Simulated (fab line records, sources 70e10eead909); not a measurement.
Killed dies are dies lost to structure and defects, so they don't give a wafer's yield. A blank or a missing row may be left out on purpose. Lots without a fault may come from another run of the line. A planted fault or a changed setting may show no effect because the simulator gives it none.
Which tool did it? | flow nand_harc | 14 lots, 42 wafers sampled, at 3 steps of a route of 1159

WHAT THE GAUGES READ, wafer by wafer
NHARC_P_M1_CD_MEAS_09: target cd 130 nm.
lot  | measured     | on        | cd_nm (nm)
L865 | day 6 02:58  | cd_sem-03 | 130.1 129.9 129.9
L866 | day 6 15:44  | cd_sem-02 | 129.5 129.4 130.1
L868 | day 7 04:23  | cd_sem-03 | 130.6 130.3 129.8
L871 | day 7 05:23  | cd_sem-03 | 129.9 129.6 129.1
L870 | day 7 06:08  | cd_sem-03 | 129.7 129.7 129.7
L875 | day 8 16:43  | cd_sem-01 | 130.1 130.0 130.1
L876 | day 9 06:23  | cd_sem-01 | 130.4 130.5 129.9
L880 | day 9 21:54  | cd_sem-01 | 129.4 130.0 129.9
L881 | day 10 04:53 | cd_sem-03 | 129.3 130.3 130.2
L884 | day 10 11:07 | cd_sem-01 | 129.5 129.5 129.8
L885 | day 10 23:08 | cd_sem-02 | 129.1 129.3 129.8
L886 | day 11 04:50 | cd_sem-01 | 130.1 130.2 130.3
L887 | day 11 05:50 | cd_sem-03 | 129.6 130.2 129.3
L888 | day 11 22:19 | cd_sem-03 | 129.4 129.9 129.9

NHARC_P_M1_OVL_MEAS_10: pitch 260 nm.
lot  | measured     | on         | overlay_x_nm (nm) | overlay_y_nm (nm)
L865 | day 6 03:03  | overlay-02 | -1.3 -1.4 -1.5    | -0.6 -0.2 -0.2
L866 | day 6 15:49  | overlay-02 | -0.6 -0.7 -0.7    | -0.3 -0.9 -0.3
L868 | day 7 04:29  | overlay-01 | -0.3 -0.5 -0.5    | 0.1 0.1 0.6
L871 | day 7 05:29  | overlay-01 | -2.1 -1.9 -2.1    | -1.2 -1.1 -1.1
L870 | day 7 06:13  | overlay-02 | 0.8 1.1 1.1       | -1.5 -0.7 -1.0
L875 | day 8 16:48  | overlay-01 | 0.1 0.2 0.9       | -0.9 -0.8 -1.3
L876 | day 9 06:28  | overlay-02 | 1.7 0.9 1.3       | 0.5 0.2 0.2
L880 | day 9 21:59  | overlay-01 | -0.4 -0.4 -0.1    | -0.6 -0.1 -0.1
L881 | day 10 04:58 | overlay-01 | 1.1 0.4 1.5       | -0.5 -0.7 -0.2
L884 | day 10 11:11 | overlay-02 | 0.2 0.0 1.0       | -0.7 -1.5 -0.8
L885 | day 10 23:14 | overlay-02 | -0.8 -1.2 -1.1    | 1.2 1.4 1.5
L886 | day 11 04:55 | overlay-02 | -0.1 -0.5 0.0     | -0.3 -0.3 -0.2
L887 | day 11 05:56 | overlay-02 | -0.9 -0.8 -0.4    | 0.8 0.6 0.8
L888 | day 11 22:23 | overlay-02 | -1.4 -1.1 -1.0    | -0.8 -0.3 -0.3

WHICH TOOL RAN EACH LOT (tool, then ch and the chambers of the sampled wafers, then the start)
lot  | NHARC_P_M0_DESCUM_14
L865 | rie_diel-02 ch 0,1, day 5 23:07
L866 | rie_diel-06 ch 0,3, day 6 11:41
L868 | rie_diel-02 ch 0,1, day 7 00:28
L871 | rie_diel-02 ch 0,1,2, day 7 01:25
L870 | rie_diel-13 ch 1,3, day 7 02:16
L875 | rie_diel-02 ch 0,2,3, day 8 12:46
L876 | rie_diel-06 ch 2,3, day 9 01:08
L880 | rie_diel-06 ch 0,1,3, day 9 17:41
L881 | rie_diel-06 ch 0,3, day 10 01:07
L884 | rie_diel-06 ch 0,1, day 10 07:14
L885 | rie_diel-02 ch 2,3, day 10 19:06
L886 | rie_diel-13 ch 0,2,3, day 11 01:02
L887 | rie_diel-13 ch 0,2,3, day 11 01:37
L888 | rie_diel-06 ch 0,2,3, day 11 18:23
- NHARC_P_M0_DESCUM_14: chemistry O2, time 3 s.

WHAT THE TOOLS THEMSELVES READ (means of the sampled wafers that have a number; where no wafer has one, the mark that the record gives instead)
NHARC_P_M0_DESCUM_14.
lot  | tool        | drypump_motor_current_A (A) | oes_product_au (a.u.) | rf_vpp_V (V) | showerhead_plenum_p_Torr (Torr) | throttle_valve_pct (%)
L865 | rie_diel-02 | 5.9                         | 1.006                 | 57.4         | 1.81                            | 11.312
L866 | rie_diel-06 | 5.3                         | 0.992                 | 58.6         | 1.96                            | 11.311
L868 | rie_diel-02 | 5.9                         | 1.005                 | 56.7         | 1.81                            | 11.319
L871 | rie_diel-02 | 5.9                         | 1.002                 | 58.1         | 1.85                            | 11.319
L870 | rie_diel-13 | 6.7                         | 1.006                 | 57.6         | 1.98                            | 11.313
L875 | rie_diel-02 | 5.7                         | 0.998                 | 57.6         | 1.87                            | 11.311
L876 | rie_diel-06 | 5.4                         | 0.999                 | 58.5         | 2.02                            | 11.308
L880 | rie_diel-06 | 5.7                         | 0.989                 | 58.3         | 1.97                            | 11.315
L881 | rie_diel-06 | 5.6                         | 0.989                 | 58.3         | 1.97                            | 11.323
L884 | rie_diel-06 | 6.1                         | 0.986                 | 58.4         | 1.99                            | 11.309
L885 | rie_diel-02 | 5.7                         | 1.006                 | 58.0         | 1.89                            | 11.313
L886 | rie_diel-13 | 5.5                         | 0.998                 | 58.6         | 1.94                            | 11.302
L887 | rie_diel-13 | 5.5                         | 0.997                 | 58.5         | 1.94                            | 11.305
L888 | rie_diel-06 | 5.5                         | 0.993                 | 57.6         | 1.99                            | 11.312

THE ANSWER, worked out from the rows above alone
Rule: what is usual is taken from the lots themselves. Put in order of their means at a reading, lots are off if they are a third of the lots or fewer, leave a main group of 4 or more, and stand apart from it by a gap of 3 or more times the standard deviation of the main group's means; of several such gaps the widest counts. A main group whose means are all the same, to the digits that the tables above print for the reading, isn't used. A lot without any number at a reading at which 4 lots or more have one is off too. The other lots that the step has rows for count as sound. The gauges are gone through in route order, then the tools' own readings, and for those a lot's mean is taken as printed above. The first step at which some lot is off is used, and at that step the reading that is off furthest; a lot without a number counts as furthest.
No lot is off at any reading shown: from this, nothing can be told.

WHAT THE SIMULATOR HAD PUT IN
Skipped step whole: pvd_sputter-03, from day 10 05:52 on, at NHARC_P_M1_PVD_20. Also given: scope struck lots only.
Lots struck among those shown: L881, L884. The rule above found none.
